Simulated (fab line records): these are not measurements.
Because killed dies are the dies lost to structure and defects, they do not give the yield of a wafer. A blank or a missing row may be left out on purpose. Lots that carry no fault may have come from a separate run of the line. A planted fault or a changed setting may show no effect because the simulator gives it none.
fab line records	flow nandHarc	part 1 of 2: steps 1 to 4 of 6
record: lots: 24	wafers: 72	lastDay: 24
route steps=1159 shown A_SGD_CUT@765 A_SLIT@794 A_CONTACT@854
lots untouched by any fault: they come from a run of this same line in which no faults occurred
startH: hours from the record's opening day to when the first of the lot's shown wafers began	waitH: time in hours since the lot's previous step	" repeats the value in the row above	L1.1+2: several wafers, shown together as one row	- value missing, or start not given	* or withheld: withheld	< > ~ a bound
route shown NAME@n: NAME is a module with steps in the file, n the number in the route of the first one	usual: mean and standard deviation over wafers with no fault	same: alike in all rows	chamber/n: place in a boat	sites: each site's reading	_std_site: their standard deviation	_edge_site: mean of outer sites minus mean of inner sites	radiusMm: for every site, how far away it sits from the centre of the wafer	mask NAME#n: copy n	behind: tool/chamber where the wafer was last shaped	hold: cause of the lot's hold/its duration in hours/its outcome	device: transistor that didn't switch, given as n, p or np	end of line: tests of these same wafers at the route's end	a step given without rows: its recipe and nothing more	killed: dies lost to structure and defects at the first sort, not the wafer's yield	map: a wafer's dies, marking killed ones x, the rest . and places with no die _
set.NAME: the run value of the setting; set.NAME@STEP: its run value at that earlier step	model.NAME: the simulator's own value behind a step, which no gauge read
route steps across a sampled set of lots; one table per step, one row per wafer
services: the hour from which a tool's chamber was out of use, counted from the record's first day as startH (under 0 if before that day), plus the number of hours and why
== steps ==
step: NHARC_A_SGD_CUT_ETCH_16
recipe: targetDepthA: 3105	timeS: 155.2	c4f8FlowSccm: withheld	o2FlowSccm: 8	arFlowSccm: withheld	rfW: 600	biasW: 800	chemistry: C4F8/O2/Ar
usual: oesProductAu: 0.971/0.017	rfVppV: 723/4.8
lot.wafer	tool	chamber	startH	waitH	oesProductAu	rfHoursCounterH	rfVppV
L074.1	rieDiel-01	2	-	-	0.984	17	728
L074.5	"	2	"	"	0.997	-	727
L074.6	"	3	"	"	0.935	-	718
L076.4	rieDiel-03	1	-	-	0.970	-	719
L076.6	"	3	"	"	0.981	-	729
L076.5	"	0	"	"	0.992	-	717
L075.1	rieDiel-11	0	-	-	0.975	12	727
L075.3	"	1	"	"	0.974	13	719
L075.6	"	0	"	"	0.970	-	728
L078.1	rieDiel-03	3	-	-	0.986	8	730
L078.6	"	2	"	"	0.967	-	728
L078.5	"	3	"	"	0.983	-	728
L077.4	rieDiel-03	3	-	-	0.993	8	728
L077.1	"	1	"	"	0.973	6	718
L077.6	"	3	"	"	1.014	-	730
L079.1	rieDiel-01	3	-	-	0.970	1	719
L079.2	"	1	"	"	0.965	1	720
L079.6	"	3	"	"	0.970	-	719
L082.1	rieDiel-11	3	-	-	0.989	15	727
L082.4	"	0	"	"	0.987	15	727
L082.6	"	2	"	"	0.963	-	726
L084.4	rieDiel-11	2	-	-	0.972	15	725
L084.2	"	0	"	"	0.977	16	727
L084.6	"	2	"	"	0.980	-	725
L081.3	rieDiel-01	1	-	-	0.963	4	723
L081.2	"	2	"	"	0.989	4	726
L081.6	"	2	"	"	0.976	-	728
L080.1	rieDiel-11	3	-	-	0.979	16	727
L080.3	"	0	"	"	0.981	16	727
L080.5	"	3	"	"	0.985	-	728
L083.1	rieDiel-03	1	-	-	0.968	9	719
L083.2	"	0	"	"	0.998	10	715
L083.6	"	1	"	"	0.967	-	717
L087.4	rieDiel-01	0	-	-	0.985	6	717
L087.1	"	1	"	"	0.977	7	723
L087.6	"	0	"	"	0.974	-	717
L088.2	rieDiel-03	3	-	-	0.991	12	729
L088.3	"	1	"	"	0.944	10	719
L088.6	"	2	"	"	0.967	-	728
L089.4	rieDiel-01	0	-	-	0.970	6	716
L089.1	"	1	"	"	0.984	7	721
L089.6	"	3	"	"	0.972	-	720
L085.3	rieDiel-11	1	-	-	0.981	2	718
L085.1	"	3	"	"	0.985	3	728
L085.2	"	0	"	"	0.972	1	727
L086.1	rieDiel-01	1	-	-	0.957	8	719
L086.2	"	3	"	"	0.944	6	719
L086.5	"	2	"	"	0.971	-	727
L090.1	rieDiel-03	0	-	-	0.978	0	717
L090.3	"	1	"	"	0.979	0	717
L090.6	"	0	"	"	0.981	-	717
L091.4	rieDiel-01	2	-	-	0.981	9	726
L091.6	"	3	"	"	0.954	-	717
L091.5	"	0	"	"	0.989	-	716
L093.4	rieDiel-11	0	-	-	0.964	4	727
L093.3	"	2	"	"	0.960	6	727
L093.2	"	3	"	"	0.978	5	728
L092.4	rieDiel-01	3	-	-	0.970	10	719
L092.3	"	2	"	"	0.990	10	727
L092.6	"	0	"	"	0.978	-	716
L095.3	rieDiel-11	1	-	-	0.938	6	720
L095.1	"	3	"	"	0.961	6	726
L095.6	"	0	"	"	0.942	-	727
L094.1	rieDiel-03	2	-	-	0.949	2	728
L094.2	"	3	"	"	0.961	2	729
L094.5	"	2	"	"	0.943	-	729
L096.1	rieDiel-11	2	-	-	0.927	8	723
L096.2	"	3	"	"	0.950	7	727
L096.6	"	1	"	"	0.951	-	721
L097.4	rieDiel-03	0	-	-	0.946	5	716
L097.3	"	3	"	"	0.962	5	727
L097.6	"	0	"	"	0.942	-	717
step: NHARC_A_SLIT_ETCH_24
recipe: targetDepthA: 1210	timeS: 60.5	cf4FlowSccm: 100	chf3FlowSccm: 30	arFlowSccm: 0	rfW: 500	biasW: 200	chemistry: CF4/CHF3
usual: cf4FlowSccm: 100.04/0.29	drypumpMotorCurrentA: 5.6/0.47	oesProductAu: 0.957/0.023	rfVppV: 371.5/1.7	showerheadPlenumPTorr: 1.60/0.045	throttleValvePct: 16.803/0.0091
lot.wafer	tool	chamber	startH	waitH	cf4FlowSccm	drypumpMotorCurrentA	oesProductAu	rfHoursCounterH	rfVppV	showerheadPlenumPTorr	throttleValvePct
L074.1	rieDiel-12	3	310.69	0.1	100.00	5.7	0.905	6	373.4	1.61	16.804
L074.6	"	1	"	"	100.36	4.9	0.932	-	369.5	1.56	16.816
L074.5	"	2	"	"	99.82	5.4	0.914	-	374.0	1.66	16.791
L076.4	rieDiel-12	2	330.15	0.1	100.16	5.5	0.954	8	374.6	1.66	16.822
L076.5	"	0	"	"	99.43	4.9	0.988	-	372.7	1.63	16.795
L076.6	"	1	"	"	100.66	4.9	0.991	-	370.2	1.56	16.800
L078.1	rieDiel-12	2	334.44	0.1	99.57	5.5	0.933	9	371.8	1.66	16.800
L078.5	"	3	"	"	99.40	5.7	0.923	-	371.8	1.61	16.798
L078.6	"	0	"	"	99.92	4.9	0.941	-	372.1	1.63	16.798
L075.3	rieDiel-10	3	334.60	0.1	99.63	6.1	0.911	13	372.8	1.63	16.803
L075.1	"	0	"	"	100.09	5.6	0.927	12	370.1	1.58	16.795
L075.6	"	3	"	"	100.45	6.1	0.912	-	371.4	1.63	16.813
L077.1	rieDiel-12	2	336.54	0.1	100.26	5.5	0.967	9	372.8	1.66	16.801
L077.4	"	3	"	"	99.97	5.7	0.957	9	372.1	1.61	16.808
L077.6	"	3	"	"	100.75	5.7	0.950	-	372.4	1.61	16.791
L079.2	rieDiel-12	2	346.64	0.1	99.91	5.4	0.952	10	373.1	1.66	16.782
L079.1	"	0	"	"	100.54	4.9	0.995	11	372.7	1.63	16.801
L079.6	"	1	"	"	100.37	4.9	0.969	-	371.0	1.56	16.806
L082.1	rieDiel-10	1	368.15	0.1	100.10	6.5	0.985	0	369.9	1.54	16.794
L082.4	"	2	"	"	99.84	5.7	0.953	0	368.2	1.49	16.813
L082.6	"	0	"	"	100.09	5.6	0.977	-	369.2	1.58	16.815
L084.4	rieDiel-12	3	372.48	0.1	100.22	5.7	0.957	11	370.3	1.61	16.807
L084.2	"	1	"	"	100.36	4.9	0.973	13	370.6	1.56	16.786
L084.6	"	3	"	"	99.87	5.7	0.962	-	372.5	1.61	16.802
L080.1	rieDiel-10	3	372.51	0.1	100.34	6.1	0.941	0	373.3	1.63	16.806
L080.3	"	0	"	"	99.84	5.6	0.972	0	370.7	1.58	16.803
L080.5	"	2	"	"	99.76	5.8	0.968	-	366.8	1.49	16.791
L081.2	rieDiel-02	1	372.54	0.1	99.83	6.2	0.942	1	371.7	1.63	16.803
L081.3	"	0	"	"	100.51	5.5	0.978	1	372.9	1.58	16.800
L081.6	"	2	"	"	100.47	6.1	0.977	-	373.2	1.64	16.807
L083.1	rieDiel-02	0	374.35	0.1	100.06	5.5	0.975	2	370.3	1.58	16.811
L083.2	"	3	"	"	100.14	6.0	0.985	2	370.3	1.54	16.808
L083.6	"	1	"	"	100.24	6.2	0.952	-	373.4	1.63	16.800
L086.1	rieDiel-12	2	400.63	0.1	100.16	5.4	0.938	1	373.1	1.66	16.792
L086.2	"	1	"	"	99.95	4.9	0.956	0	371.4	1.56	16.813
L086.5	"	2	"	"	99.73	5.5	0.930	-	372.2	1.66	16.817
L087.4	rieDiel-02	0	400.79	0.1	100.53	5.5	0.986	4	371.0	1.58	16.804
L087.1	"	2	"	"	100.06	6.1	0.951	3	373.0	1.64	16.790
L087.6	"	1	"	"	100.30	6.2	0.962	-	374.0	1.63	16.810
L089.1	rieDiel-12	0	402.47	0.1	100.08	4.9	0.990	1	372.6	1.63	16.796
L089.4	"	3	"	"	99.90	5.7	0.972	1	373.8	1.61	16.804
L089.6	"	0	"	"	99.97	4.9	0.988	-	373.2	1.63	16.811
L088.2	rieDiel-02	1	402.66	0.1	99.64	6.2	0.959	3	373.8	1.63	16.800
L088.3	"	3	"	"	100.12	6.0	0.954	4	369.4	1.54	16.808
L088.6	"	0	"	"	100.06	5.5	0.974	-	370.0	1.58	16.806
L085.2	rieDiel-02	3	403.83	0.1	99.72	6.0	0.973	4	368.4	1.54	16.813
L085.3	"	0	"	"	100.45	5.5	0.988	4	370.5	1.58	16.802
L085.1	"	2	"	"	99.88	6.1	0.967	4	371.0	1.64	16.807
L091.4	rieDiel-10	1	413.34	0.1	99.86	6.5	0.942	3	369.5	1.54	16.801
L091.5	"	2	"	"	100.51	5.7	0.920	-	368.9	1.49	16.802
L091.6	"	3	"	"	100.07	6.1	0.899	-	372.6	1.63	16.820
L090.3	rieDiel-12	1	413.59	0.1	99.60	4.9	0.927	1	371.3	1.56	16.802
L090.1	"	3	"	"	99.98	5.7	0.914	2	372.9	1.61	16.814
L090.6	"	1	"	"	99.81	4.9	0.918	-	369.2	1.56	16.814
L093.3	rieDiel-02	3	426.49	0.1	99.90	6.0	0.970	6	369.9	1.54	16.809
L093.2	"	0	"	"	100.36	5.5	0.975	6	371.8	1.58	16.785
L093.4	"	2	"	"	100.20	6.1	0.964	6	373.2	1.64	16.801
L092.4	rieDiel-12	0	426.77	0.1	100.51	5.0	0.962	2	373.4	1.63	16.796
L092.3	"	1	"	"	100.11	4.9	0.952	2	369.5	1.56	16.797
L092.6	"	1	"	"	100.09	4.9	0.953	-	371.2	1.56	16.796
L095.1	rieDiel-12	1	441.37	0.1	100.30	4.9	0.945	3	370.3	1.56	16.804
L095.3	"	2	"	"	99.77	5.5	0.925	3	373.3	1.66	16.807
L095.6	"	3	"	"	100.01	5.7	0.939	-	370.8	1.61	16.820
L094.1	rieDiel-02	0	441.55	0.1	100.08	5.5	0.973	7	371.8	1.58	16.796
L094.2	"	1	"	"	100.15	6.2	0.959	7	373.7	1.63	16.812
L094.5	"	3	"	"	100.29	6.0	0.974	-	369.2	1.54	16.811
L096.2	rieDiel-12	0	459.48	0.1	99.96	4.9	0.992	4	371.5	1.63	16.800
L096.1	"	1	"	"	100.03	4.9	0.966	4	370.6	1.56	16.813
L096.6	"	1	"	"	100.14	4.9	0.972	-	370.0	1.56	16.814
L097.3	rieDiel-10	3	459.73	0.1	99.82	6.1	0.949	5	374.2	1.63	16.802
L097.4	"	1	"	"	99.38	6.5	0.992	4	370.7	1.54	16.795
L097.6	"	2	"	"	100.06	5.7	0.980	-	368.0	1.49	16.791
step: NHARC_A_SLIT_ETCH_29
recipe: targetDepthA: 1000	overetchA: 100	timeS: 55	ionEnergyEv: 100	cf4FlowSccm: 80	o2FlowSccm: 20	arFlowSccm: 0	rfW: 300	biasW: 100	chemistry: CF4/O2
usual: cf4FlowSccm: 80.01/0.23	drypumpMotorCurrentA: 5.7/0.45	oesProductAu: 0.999/0.013	rfVppV: 198.2/1.2	showerheadPlenumPTorr: 1.35/0.043	throttleValvePct: 13.397/0.0091
lot.wafer	tool	chamber	startH	waitH	cf4FlowSccm	drypumpMotorCurrentA	oesProductAu	rfHoursCounterH	rfVppV	showerheadPlenumPTorr	throttleValvePct
L074.1	rieDiel-10	0	314.86	0.1	80.35	5.6	0.989	11	196.9	1.34	13.393
L074.6	"	2	"	"	80.01	5.8	1.016	-	195.4	1.27	13.379
L074.5	"	3	"	"	80.04	6.1	1.000	-	199.2	1.39	13.397
L076.4	rieDiel-12	2	335.07	0.1	80.06	5.5	1.003	9	200.1	1.41	13.374
L076.6	"	1	"	"	79.89	4.9	1.016	-	196.6	1.32	13.398
L076.5	"	2	"	"	79.93	5.4	0.997	-	198.7	1.41	13.395
L078.1	rieDiel-10	2	337.23	0.1	80.29	5.8	1.013	8	196.5	1.27	13.398
L078.5	"	2	"	"	79.84	5.7	1.011	-	196.6	1.27	13.406
L078.6	"	3	"	"	79.66	6.1	0.996	-	197.9	1.39	13.387
L075.3	rieDiel-12	3	338.90	0.1	79.72	5.7	0.986	10	198.8	1.37	13.406
L075.1	"	0	"	"	79.65	4.9	1.019	10	199.0	1.39	13.394
L075.6	"	3	"	"	79.90	5.7	0.981	-	198.0	1.37	13.382
L077.4	rieDiel-02	2	340.55	0.1	80.24	6.1	0.996	0	198.6	1.39	13.419
L077.1	"	3	"	"	79.96	6.0	1.000	0	198.9	1.30	13.386
L077.6	"	2	"	"	80.03	6.0	1.000	-	199.6	1.39	13.404
L079.1	rieDiel-10	3	349.41	0.1	79.56	6.1	0.997	15	198.2	1.39	13.397
L079.2	"	0	"	"	80.10	5.6	1.004	14	197.3	1.34	13.380
L079.6	"	3	"	"	80.04	6.1	0.989	-	199.2	1.39	13.383
L082.4	rieDiel-02	2	370.92	0.1	79.85	6.0	0.999	1	198.8	1.39	13.406
L082.1	"	1	"	"	79.66	6.2	0.985	1	198.2	1.38	13.402
L082.6	"	2	"	"	79.90	6.1	1.004	-	199.5	1.39	13.385
L084.4	rieDiel-10	3	375.27	0.1	80.48	6.1	0.980	1	199.6	1.39	13.394
L084.2	"	1	"	"	79.84	6.5	1.002	1	198.5	1.31	13.389
L084.6	"	0	"	"	80.22	5.6	0.988	-	196.2	1.34	13.402
L080.1	rieDiel-12	1	375.30	0.1	79.94	4.9	1.003	13	198.6	1.32	13.401
L080.3	"	2	"	"	80.03	5.4	0.987	12	200.4	1.41	13.399
L080.5	"	1	"	"	79.88	4.9	1.009	-	197.0	1.32	13.394
L081.3	rieDiel-10	3	376.94	0.1	79.86	6.1	0.969	1	199.4	1.39	13.397
L081.2	"	2	"	"	80.26	5.7	1.003	1	195.6	1.27	13.395
L081.6	"	3	"	"	79.89	6.1	0.977	-	199.2	1.39	13.414
L083.2	rieDiel-12	0	377.17	0.1	80.31	4.9	1.000	12	198.7	1.39	13.411
L083.1	"	2	"	"	80.03	5.4	0.998	12	198.8	1.41	13.387
L083.6	"	0	"	"	80.17	4.9	1.009	-	200.0	1.38	13.393
L086.2	rieDiel-02	3	405.23	0.1	80.28	6.0	0.988	5	197.6	1.30	13.387
L086.1	"	1	"	"	79.90	6.2	0.982	4	199.6	1.38	13.393
L086.5	"	0	"	"	79.91	5.5	1.008	-	198.3	1.34	13.404
L087.1	rieDiel-12	0	405.28	0.1	79.64	4.9	1.002	1	199.7	1.39	13.411
L087.4	"	1	"	"	80.04	4.9	1.007	1	198.3	1.32	13.382
L087.6	"	0	"	"	79.71	4.9	1.014	-	199.4	1.39	13.391
L089.1	rieDiel-10	2	406.90	0.1	79.86	5.7	1.006	4	197.1	1.26	13.389
L089.4	"	3	"	"	79.98	6.1	0.983	3	199.5	1.39	13.391
L089.6	"	1	"	"	80.37	6.5	1.013	-	197.4	1.31	13.411
L088.3	rieDiel-02	2	406.95	0.1	80.42	6.1	1.003	4	199.9	1.39	13.383
L088.2	"	1	"	"	80.12	6.2	0.995	4	198.4	1.38	13.388
L088.6	"	3	"	"	79.76	6.0	1.000	-	196.5	1.30	13.391
L085.2	rieDiel-02	1	408.60	0.1	80.24	6.2	1.006	4	197.2	1.38	13.399
L085.1	"	3	"	"	80.12	5.9	0.997	5	197.4	1.30	13.402
L085.3	"	0	"	"	79.90	5.5	1.009	5	196.8	1.34	13.410
L091.4	rieDiel-02	3	416.12	0.1	80.04	6.0	0.998	5	197.9	1.30	13.400
L091.5	"	3	"	"	79.70	6.0	0.990	-	197.9	1.30	13.385
L091.6	"	0	"	"	79.84	5.5	0.991	-	198.0	1.34	13.406
L090.3	rieDiel-12	3	416.39	0.1	80.15	5.7	0.984	2	199.5	1.37	13.409
L090.1	"	0	"	"	79.43	4.9	1.020	2	198.6	1.38	13.404
L090.6	"	3	"	"	80.12	5.7	0.988	-	200.0	1.37	13.396
L093.4	rieDiel-12	1	429.28	0.1	79.98	4.9	1.005	2	197.6	1.32	13.391
L093.2	"	2	"	"	79.98	5.4	0.973	3	199.2	1.41	13.408
L093.3	"	3	"	"	80.38	5.7	0.993	3	198.6	1.37	13.385
L092.4	rieDiel-02	3	429.86	0.1	80.19	6.0	1.009	6	198.2	1.30	13.395
L092.3	"	0	"	"	80.00	5.5	1.021	6	199.0	1.34	13.382
L092.6	"	2	"	"	80.26	6.1	1.010	-	200.3	1.39	13.400
L095.3	rieDiel-12	3	444.14	0.1	79.90	5.7	0.998	4	196.6	1.37	13.402
L095.1	"	0	"	"	80.09	4.9	1.018	4	198.5	1.38	13.384
L095.6	"	3	"	"	80.03	5.7	0.991	-	198.4	1.37	13.403
L094.2	rieDiel-02	0	444.47	0.1	79.35	5.4	1.001	8	196.2	1.34	13.389
L094.1	"	3	"	"	80.35	6.0	0.998	8	196.5	1.30	13.391
L094.5	"	3	"	"	80.05	6.0	1.000	-	196.4	1.30	13.390
L096.2	rieDiel-10	2	462.28	0.1	79.23	5.7	0.991	6	196.9	1.26	13.390
L096.1	"	0	"	"	80.49	5.6	1.003	5	197.1	1.34	13.401
L096.6	"	1	"	"	79.72	6.5	1.032	-	198.7	1.31	13.388
L097.4	rieDiel-12	0	463.23	0.1	79.94	4.9	1.006	5	197.8	1.38	13.389
L097.3	"	1	"	"	80.01	4.9	1.000	5	198.0	1.32	13.408
L097.6	"	2	"	"	79.86	5.5	0.978	-	200.1	1.41	13.392
step: NHARC_A_SLIT_CD_MEAS_21
usual: cdNm: 289.5/0.97
lot.wafer	tool	chamber	startH	waitH	cdNm
L074.1	cdSem-01	-	315.38	-	288.3
L074.5	"	-	"	"	289.2
L074.6	"	-	"	"	290.5
L076.4	cdSem-01	-	335.61	-	289.1
L076.5	"	-	"	"	289.9
L076.6	"	-	"	"	290.0
L078.1	cdSem-02	-	337.76	-	289.2
L078.5	"	-	"	"	289.0
L078.6	"	-	"	"	289.4
L075.1	cdSem-01	-	339.43	-	290.5
L075.3	"	-	"	"	288.6
L075.6	"	-	"	"	289.1
L077.1	cdSem-03	-	341.08	-	289.5
L077.4	"	-	"	"	290.9
L077.6	"	-	"	"	290.9
L079.1	cdSem-01	-	349.94	-	289.1
L079.2	"	-	"	"	289.8
L079.6	"	-	"	"	289.2
L082.1	cdSem-02	-	371.45	-	290.4
L082.4	"	-	"	"	289.0
L082.6	"	-	"	"	289.5
L084.2	cdSem-01	-	375.81	-	288.8
L084.4	"	-	"	"	290.0
L084.6	"	-	"	"	287.9
L080.1	cdSem-03	-	375.84	-	289.7
L080.3	"	-	"	"	288.1
L080.5	"	-	"	"	288.9
L081.2	cdSem-03	-	377.49	-	288.8
L081.3	"	-	"	"	290.2
L081.6	"	-	"	"	291.1
L083.1	cdSem-03	-	377.70	-	290.0
L083.2	"	-	"	"	291.5
L083.6	"	-	"	"	290.8
L086.1	cdSem-02	-	405.76	-	289.7
L086.2	"	-	"	"	289.5
L086.5	"	-	"	"	289.3
L087.1	cdSem-03	-	405.81	-	288.3
L087.4	"	-	"	"	289.1
L087.6	"	-	"	"	289.3
L089.1	cdSem-03	-	407.42	-	289.6
L089.4	"	-	"	"	289.7
L089.6	"	-	"	"	289.1
L088.2	cdSem-01	-	407.50	-	289.4
L088.3	"	-	"	"	288.5
L088.6	"	-	"	"	289.0
L085.1	cdSem-03	-	409.14	-	290.7
L085.2	"	-	"	"	289.7
L085.3	"	-	"	"	290.9
L091.4	cdSem-03	-	416.67	-	289.1
L091.5	"	-	"	"	289.7
L091.6	"	-	"	"	289.4
L090.1	cdSem-02	-	416.93	-	288.6
L090.3	"	-	"	"	288.8
L090.6	"	-	"	"	287.9
L093.2	cdSem-02	-	429.82	-	289.8
L093.3	"	-	"	"	289.3
L093.4	"	-	"	"	289.6
L092.3	cdSem-01	-	430.40	-	287.7
L092.4	"	-	"	"	289.3
L092.6	"	-	"	"	288.2
L095.1	cdSem-03	-	444.67	-	289.3
L095.3	"	-	"	"	289.7
L095.6	"	-	"	"	289.5
L094.1	cdSem-01	-	445.07	-	291.2
L094.2	"	-	"	"	290.7
L094.5	"	-	"	"	291.7
L096.1	cdSem-03	-	462.82	-	287.9
L096.2	"	-	"	"	289.3
L096.6	"	-	"	"	288.1
L097.3	cdSem-02	-	463.76	-	287.2
L097.4	"	-	"	"	287.7
L097.6	"	-	"	"	288.8
